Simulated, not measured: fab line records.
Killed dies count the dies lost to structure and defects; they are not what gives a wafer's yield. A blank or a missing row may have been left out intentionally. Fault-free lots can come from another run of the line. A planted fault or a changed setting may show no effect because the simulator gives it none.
fab line records | flow nand_harc
record lots=7 | wafers=21 | last_day=33
route steps=1302 shown A_STAIRCASE@690
lots that met no fault: from a run of the same line without faults
start_h: hours from the record's first day to the start of the lot's first wafer shown | wait_h: hours elapsed since this lot's preceding step | " the same as in the row above | L1.1+2: several wafers, shown together as one row | - either no value or no given start | * or withheld: withheld | < > ~ a bound
route shown NAME@n: NAME is a module with steps in the file, n the number in the route of the first one | usual: average and standard deviation across the fault-free wafers | same: alike in all rows | chamber/n: place in a boat | sites: per-site readings | _std_site: standard deviation of those values | _edge_site: mean of outer sites minus mean of inner sites | radius_mm: for every site, how far away it sits from the centre of the wafer | mask NAME#n: copy n | behind: the most recent tool/chamber to have shaped the wafer | hold: why the lot went on hold/how many hours it stayed there/how the hold came to an end | device: the transistor (n, p or np) that didn't switch | end of line: the same wafers' tests at the end of the route | a step given without rows: its recipe and nothing more | killed: the dies lost at the first sort to structure and to defects; this is not the yield of the wafer | map: shows each die of a wafer: x if killed, . if not, _ if none is there
set.NAME: setting as actually run; set.NAME@STEP: the setting as run at that earlier step | model.NAME: the simulator's own value behind a step, which no gauge read
a table for each step, a row for each wafer; lots at some steps of the route
services: the hour from which a tool's chamber was out of use, counted from the record's first day as start_h (under 0 if before that day), plus the number of hours and why
## steps
# step NHARC_A_STAIRCASE_DEHYDRATE_176
# recipe temp_c=150 | time_s=120
# step NHARC_A_STAIRCASE_HMDS_177
# recipe time_s=30
# step NHARC_A_STAIRCASE_COAT_178
# recipe spin_rpm=1200
# step NHARC_A_STAIRCASE_SOFTBAKE_179
# recipe temp_c=135 | time_s=170
# step NHARC_A_STAIRCASE_EBR_180
# step NHARC_A_STAIRCASE_EXPOSE_181
# recipe na=0.5 | dose_mj=27.87 | mask_id=STAIR_2
# step NHARC_A_STAIRCASE_PEB_182
# recipe peb_temp_c=115 | peb_time_s=130
# step NHARC_A_STAIRCASE_DEVELOP_183
# recipe time_s=140
# step NHARC_A_STAIRCASE_HARDBAKE_185
# recipe temp_c=120 | time_s=140
# step NHARC_A_STAIRCASE_DESCUM_186
# recipe time_s=3 | o2_flow_sccm=200 | ar_flow_sccm=0 | bias_power_w=0 | chemistry=O2
# usual chamber_pressure_mTorr=59.99/0.056 | drypump_motor_current_A=5.7/0.37 | o2_flow_sccm=200.0/0.64 | oes_product_au=0.998/0.0076 | rf_vpp_V=57.9/0.89 | showerhead_plenum_p_Torr=1.93/0.096 | throttle_valve_pct=11.310/0.0076
# same bias_power_w=0
lot.wafer | tool        | chamber | start_h | wait_h | chamber_pressure_mTorr | drypump_motor_current_A | o2_flow_sccm | oes_product_au | rf_hours_counter_h | rf_vpp_V | showerhead_plenum_p_Torr | throttle_valve_pct
L707.1    | rie_diel-12 | 3       | 365.39  | -      | 59.96                  | 5.0                     | 200.2        | 0.991          | 27                 | 58.6     | 2.05                     | 11.311
L707.5    | "           | 0       | "       | "      | 59.98                  | 5.6                     | 200.2        | 0.995          | -                  | 58.0     | 1.84                     | 11.305
L707.4    | "           | 1       | "       | "      | 59.93                  | 5.7                     | 198.7        | 1.001          | -                  | 58.0     | 2.05                     | 11.318
L709.3    | rie_diel-12 | 3       | 370.41  | -      | 59.95                  | 5.0                     | 199.5        | 0.997          | 29                 | 59.4     | 2.05                     | 11.312
L709.1    | "           | 0       | "       | "      | 59.97                  | 5.6                     | 199.7        | 0.995          | 27                 | 57.4     | 1.83                     | 11.314
L709.5    | "           | 2       | "       | "      | 59.94                  | 5.8                     | 201.0        | 0.993          | -                  | 57.5     | 1.83                     | 11.320
L711.4    | rie_diel-12 | 2       | 405.09  | -      | 59.94                  | 5.8                     | 200.7        | 1.010          | 41                 | 57.8     | 1.83                     | 11.307
L711.3    | "           | 0       | "       | "      | 59.99                  | 5.6                     | 199.1        | 1.002          | 38                 | 57.9     | 1.83                     | 11.318
L711.1    | "           | 1       | "       | "      | 60.02                  | 5.7                     | 199.4        | 1.007          | 46                 | 57.6     | 2.04                     | 11.315
L713.3    | rie_diel-12 | 2       | 416.67  | -      | 60.03                  | 5.8                     | 200.9        | 0.999          | 44                 | 57.1     | 1.83                     | 11.313
L713.6    | "           | 1       | "       | "      | 60.00                  | 5.7                     | 200.8        | 1.003          | -                  | 56.9     | 2.04                     | 11.314
L713.5    | "           | 2       | "       | "      | 59.97                  | 5.9                     | 200.2        | 1.004          | -                  | 56.8     | 1.83                     | 11.307
L714.4    | rie_diel-12 | 0       | 432.61  | -      | 59.87                  | 5.6                     | 199.7        | 0.991          | 45                 | 57.7     | 1.83                     | 11.319
L714.1    | "           | 1       | "       | "      | 59.96                  | 5.7                     | 200.6        | 0.989          | 56                 | 57.5     | 2.04                     | 11.317
L714.6    | "           | 0       | "       | "      | 60.05                  | 5.6                     | 199.0        | 0.993          | -                  | 57.2     | 1.83                     | 11.300
L726.3    | rie_diel-01 | 3       | 544.81  | -      | 59.94                  | 5.7                     | 199.8        | 1.006          | 50                 | 58.3     | 1.81                     | 11.309
L726.4    | "           | 1       | "       | "      | 60.05                  | 5.4                     | 200.1        | 0.984          | 59                 | 57.1     | 2.04                     | 11.313
L726.5    | "           | 2       | "       | "      | 59.98                  | 6.0                     | 200.1        | 0.980          | -                  | 58.4     | 1.92                     | 11.318
L729.1    | rie_diel-12 | 3       | 587.71  | -      | 60.03                  | 5.0                     | 199.6        | 1.006          | 40                 | 58.0     | 2.03                     | 11.302
L729.6    | "           | 0       | "       | "      | 60.10                  | 5.6                     | 200.2        | 1.006          | -                  | 58.0     | 1.81                     | 11.314
L729.5    | "           | 1       | "       | "      | 59.77                  | 5.7                     | 200.1        | 1.004          | -                  | 59.1     | 2.03                     | 11.309
# step NHARC_A_STAIRCASE_TRIM_187
# recipe time_s=211.2 | o2_flow_sccm=500 | ar_flow_sccm=0 | bias_w=0 | chemistry=O2
# usual chamber_pressure_mTorr=60.00/0.054 | drypump_motor_current_A=5.7/0.36 | o2_flow_sccm=499.7/1.5 | oes_product_au=0.998/0.0071 | rf_vpp_V=57.8/0.8 | showerhead_plenum_p_Torr=3.56/0.17 | throttle_valve_pct=17.036/0.0092
lot.wafer | tool        | chamber | start_h | wait_h | chamber_pressure_mTorr | drypump_motor_current_A | o2_flow_sccm | oes_product_au | rf_hours_counter_h | rf_vpp_V | showerhead_plenum_p_Torr | throttle_valve_pct
L707.1    | rie_diel-12 | 3       | 365.51  | 0.1    | 59.92                  | 5.0                     | 497.1        | 0.995          | 27                 | 58.2     | 3.76                     | 17.034
L707.5    | "           | 1       | "       | "      | 59.96                  | 5.7                     | 498.3        | 1.004          | -                  | 58.7     | 3.76                     | 17.022
L707.4    | "           | 0       | "       | "      | 60.04                  | 5.6                     | 500.7        | 1.000          | -                  | 57.2     | 3.39                     | 17.028
L709.1    | rie_diel-12 | 1       | 370.60  | 0.2    | 59.95                  | 5.7                     | 500.3        | 0.990          | 34                 | 57.9     | 3.76                     | 17.021
L709.3    | "           | 0       | "       | "      | 59.98                  | 5.6                     | 500.7        | 1.001          | 27                 | 57.0     | 3.39                     | 17.043
L709.5    | "           | 1       | "       | "      | 59.92                  | 5.7                     | 496.7        | 0.998          | -                  | 57.1     | 3.76                     | 17.047
L711.4    | rie_diel-12 | 1       | 406.29  | 1.2    | 60.09                  | 5.7                     | 497.0        | 1.001          | 47                 | 59.3     | 3.75                     | 17.048
L711.1    | "           | 2       | "       | "      | 59.96                  | 5.9                     | 495.8        | 1.006          | 42                 | 57.8     | 3.38                     | 17.032
L711.3    | "           | 0       | "       | "      | 59.97                  | 5.6                     | 498.2        | 1.001          | 39                 | 56.7     | 3.39                     | 17.030
L713.3    | rie_diel-12 | 1       | 416.79  | 0.1    | 60.00                  | 5.7                     | 500.3        | 0.991          | 49                 | 58.1     | 3.75                     | 17.033
L713.5    | "           | 2       | "       | "      | 60.03                  | 5.8                     | 498.9        | 0.991          | -                  | 57.0     | 3.38                     | 17.044
L713.6    | "           | 3       | "       | "      | 60.03                  | 5.0                     | 498.4        | 1.002          | -                  | 57.6     | 3.76                     | 17.037
L714.1    | rie_diel-12 | 1       | 432.68  | 0.1    | 60.04                  | 5.7                     | 498.9        | 0.999          | 56                 | 57.4     | 3.75                     | 17.037
L714.4    | "           | 2       | "       | "      | 60.08                  | 5.8                     | 499.3        | 0.998          | 51                 | 57.2     | 3.37                     | 17.048
L714.6    | "           | 1       | "       | "      | 60.18                  | 5.7                     | 497.1        | 0.995          | -                  | 59.4     | 3.75                     | 17.024
L726.4    | rie_diel-01 | 1       | 544.88  | 0.1    | 60.03                  | 5.4                     | 497.7        | 0.983          | 59                 | 59.2     | 3.74                     | 17.049
L726.3    | "           | 2       | "       | "      | 60.03                  | 6.1                     | 502.0        | 0.997          | 56                 | 57.5     | 3.54                     | 17.024
L726.5    | "           | 2       | "       | "      | 60.00                  | 6.1                     | 498.7        | 0.990          | -                  | 57.9     | 3.54                     | 17.037
L729.1    | rie_diel-12 | 1       | 587.93  | 0.2    | 59.97                  | 5.7                     | 499.4        | 1.009          | 38                 | 58.1     | 3.72                     | 17.034
L729.6    | "           | 2       | "       | "      | 60.04                  | 5.8                     | 496.7        | 1.001          | -                  | 56.9     | 3.35                     | 17.052
L729.5    | "           | 3       | "       | "      | 59.96                  | 5.0                     | 500.1        | 1.002          | -                  | 58.8     | 3.73                     | 17.041
# step NHARC_A_STAIRCASE_ETCH_188
# recipe target_depth_a=1000 | time_s=40.5 | ion_energy_ev=400 | c4f8_flow_sccm=20 | o2_flow_sccm=10 | ar_flow_sccm=withheld | rf_w=600 | bias_w=1000 | chemistry=C4F8/O2
# usual chamber_pressure_mTorr=25.000/0.024 | oes_product_au=0.942/0.017 | rf_vpp_V=897/6.1 | run_length_s=61.7/0.3
lot.wafer | tool        | chamber | start_h | wait_h | chamber_pressure_mTorr | oes_product_au | rf_hours_counter_h | rf_vpp_V | run_length_s
L707.1    | rie_diel-12 | 0       | 365.68  | -      | 24.961                 | 0.936          | 24                 | 891      | 61.7
L707.4    | "           | 1       | "       | "      | 25.034                 | 0.942          | -                  | 905      | 62.3
L707.5    | "           | 3       | "       | "      | 25.003                 | 0.933          | -                  | 905      | 61.7
L709.1    | rie_diel-12 | 2       | 370.85  | -      | 25.001                 | 0.924          | 29                 | 892      | 62.0
L709.3    | "           | 0       | "       | "      | 25.029                 | 0.928          | 27                 | 893      | 61.9
L709.5    | "           | 2       | "       | "      | 25.007                 | 0.928          | -                  | 891      | 61.8
L711.4    | rie_diel-12 | 1       | 406.70  | -      | 25.004                 | 0.933          | 47                 | 904      | 61.9
L711.1    | "           | 2       | "       | "      | 25.042                 | 0.941          | 42                 | 891      | 73.8
L711.3    | "           | 0       | "       | "      | 24.998                 | 0.927          | 40                 | 890      | 61.5
L713.3    | rie_diel-12 | 1       | 416.91  | -      | 25.001                 | 0.953          | 49                 | 904      | 62.1
L713.6    | "           | 3       | "       | "      | 24.989                 | 0.943          | -                  | 904      | 61.8
L713.5    | "           | 0       | "       | "      | 25.023                 | 0.953          | -                  | 891      | 74.0
L714.4    | rie_diel-12 | 0       | 432.84  | -      | 25.054                 | 0.949          | 45                 | 890      | 61.8
L714.1    | "           | 2       | "       | "      | 24.967                 | 0.952          | 52                 | 889      | 74.8
L714.6    | "           | 0       | "       | "      | 25.001                 | 0.942          | -                  | 891      | 61.8
L726.4    | rie_diel-01 | 1       | 545.04  | -      | 24.996                 | 0.946          | 59                 | 903      | 61.7
L726.3    | "           | 3       | "       | "      | 24.972                 | 0.964          | 50                 | 890      | 61.7
L726.5    | "           | 1       | "       | "      | 25.027                 | 0.940          | -                  | 903      | 61.8
L729.1    | rie_diel-12 | 3       | 588.10  | -      | 24.993                 | 0.930          | 40                 | 903      | 61.5
L729.6    | "           | 0       | "       | "      | 24.963                 | 0.929          | -                  | 889      | 61.7
L729.5    | "           | 1       | "       | "      | 25.012                 | 0.928          | -                  | 904      | 62.0
# step NHARC_A_STAIRCASE_TRIM_189
# recipe time_s=211.2 | o2_flow_sccm=500 | ar_flow_sccm=0 | bias_w=0 | chemistry=O2
# usual chamber_pressure_mTorr=60.00/0.057 | drypump_motor_current_A=5.7/0.37 | o2_flow_sccm=499.8/1.5 | oes_product_au=0.999/0.0077 | rf_vpp_V=57.8/0.93 | showerhead_plenum_p_Torr=3.54/0.17 | throttle_valve_pct=17.038/0.0086
lot.wafer | tool        | chamber | start_h | wait_h | chamber_pressure_mTorr | drypump_motor_current_A | o2_flow_sccm | oes_product_au | rf_hours_counter_h | rf_vpp_V | showerhead_plenum_p_Torr | throttle_valve_pct
L707.1    | rie_diel-12 | 0       | -       | -      | 59.92                  | 5.6                     | 497.2        | 0.989          | 25                 | 57.5     | 3.39                     | 17.036
L707.5    | "           | 0       | "       | "      | 60.03                  | 5.7                     | 497.5        | 1.003          | -                  | 57.2     | 3.39                     | 17.039
L707.4    | "           | 1       | "       | "      | 60.03                  | 5.7                     | 498.8        | 1.013          | -                  | 58.6     | 3.76                     | 17.029
L709.3    | rie_diel-12 | 0       | -       | -      | 59.94                  | 5.6                     | 497.3        | 0.995          | 27                 | 58.1     | 3.39                     | 17.040
L709.1    | "           | 2       | "       | "      | 59.94                  | 5.9                     | 497.5        | 0.997          | 29                 | 57.9     | 3.39                     | 17.038
L709.5    | "           | 0       | "       | "      | 60.07                  | 5.6                     | 500.6        | 0.997          | -                  | 56.6     | 3.39                     | 17.038
L711.1    | rie_diel-12 | 3       | -       | -      | 60.00                  | 5.0                     | 499.0        | 0.997          | 36                 | 59.9     | 3.76                     | 17.032
L711.3    | "           | 0       | "       | "      | 59.94                  | 5.6                     | 500.3        | 0.999          | 40                 | 57.7     | 3.39                     | 17.027
L711.4    | "           | 1       | "       | "      | 60.02                  | 5.7                     | 500.9        | 1.003          | 48                 | 59.0     | 3.75                     | 17.037
L713.3    | rie_diel-12 | 0       | -       | -      | 60.00                  | 5.6                     | 502.5        | 1.011          | 41                 | 56.1     | 3.39                     | 17.030
L713.5    | "           | 1       | "       | "      | 60.05                  | 5.7                     | 499.2        | 0.991          | -                  | 58.4     | 3.75                     | 17.031
L713.6    | "           | 2       | "       | "      | 60.03                  | 5.9                     | 501.2        | 0.993          | -                  | 57.6     | 3.38                     | 17.034
L714.4    | rie_diel-12 | 3       | -       | -      | 60.02                  | 5.0                     | 501.2        | 1.002          | 42                 | 59.1     | 3.75                     | 17.024
L714.1    | "           | 1       | "       | "      | 60.02                  | 5.7                     | 499.7        | 1.002          | 56                 | 58.1     | 3.75                     | 17.033
L714.6    | "           | 3       | "       | "      | 59.98                  | 5.0                     | 500.1        | 1.008          | -                  | 58.0     | 3.75                     | 17.040
L726.4    | rie_diel-01 | 1       | -       | -      | 59.99                  | 5.4                     | 499.0        | 0.992          | 59                 | 57.4     | 3.74                     | 17.038
L726.3    | "           | 2       | "       | "      | 60.02                  | 6.1                     | 500.7        | 0.990          | 56                 | 57.7     | 3.54                     | 17.027
L726.5    | "           | 0       | "       | "      | 60.05                  | 5.6                     | 499.6        | 0.987          | -                  | 55.9     | 3.42                     | 17.031
L729.1    | rie_diel-12 | 3       | -       | -      | 59.97                  | 5.0                     | 501.8        | 0.999          | 40                 | 58.0     | 3.73                     | 17.034
L729.5    | "           | 0       | "       | "      | 60.00                  | 5.6                     | 501.1        | 0.997          | -                  | 55.9     | 3.36                     | 17.048
L729.6    | "           | 1       | "       | "      | 60.06                  | 5.7                     | 501.3        | 1.000          | -                  | 58.0     | 3.72                     | 17.050
## services
tool        | chamber | start_h | hours | kind
rie_diel-12 | 0       | 351.65  | -     | clean
rie_diel-12 | 1       | 351.65  | -     | clean
rie_diel-12 | 2       | 351.65  | -     | clean
rie_diel-12 | 3       | 351.65  | -     | clean
rie_diel-12 | 0       | 351.70  | 2.4   | repair
rie_diel-12 | 2       | 353.93  | 14.2  | repair
rie_diel-01 | -       | 375.63  | 1.0   | repair
rie_diel-12 | 0       | 376.15  | -     | clean
rie_diel-12 | 1       | 376.15  | -     | clean
rie_diel-12 | 2       | 376.15  | -     | clean
rie_diel-12 | 3       | 376.15  | -     | clean
rie_diel-12 | 3       | 383.32  | 14.3  | repair
rie_diel-01 | -       | 383.76  | 9.0   | pm
rie_diel-12 | 0       | 400.65  | -     | clean
rie_diel-12 | 1       | 400.65  | -     | clean
rie_diel-12 | 2       | 400.65  | -     | clean
rie_diel-12 | 3       | 400.65  | -     | clean
rie_diel-12 | 0       | 426.03  | -     | clean
rie_diel-12 | -       | 445.52  | 9.0   | pm
rie_diel-01 | -       | 465.49  | 3.2   | repair
rie_diel-12 | 1       | 503.09  | 6.9   | repair
rie_diel-12 | 2       | 533.18  | 1.2   | repair
rie_diel-01 | -       | 555.21  | 0.2   | repair
rie_diel-01 | -       | 560.76  | 9.0   | pm
## key
first_sign step=NHARC_A_STAIRCASE_ETCH_188 | reading=run_length_s | direction=up | sigmas=41 | usual=* | struck=*
effect none on later readings
met_at NHARC_A_STAIRCASE_ETCH_188
struck_wafers L711.1,L713.5,L714.1
later_rows_left_out L711.1,L713.5,L714.1
sort_left_out L711.1,L713.5,L714.1
tester_left_out L711,L713,L714
onset_between 370.85 406.70
fault kind=process_parameter_drift | tool=rie_diel-12 | chamber=- | onset_h=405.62 | steps=NHARC_A_STAIRCASE_ETCH_188 | channel=time_s | offset=* | shape=step | end_h=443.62 | scope=struck_wafers_only | acts_in=* | stated=*
# tester_left_out: of these lots the tester's yield and bins aren't shown, on N5 and GAA mostly nor the transistor test; their killed dies are dies lost to structure and defects alone, not to doping, threshold or leakage, so they don't give the yield
# sort_left_out: the simulated sort isn't trusted on such a fault, so these wafers' sort isn't shown, and their yield isn't known
# later_rows_left_out: the simulator's readings of these wafers behind a module that went badly wrong aren't trusted and aren't shown, but for the sort
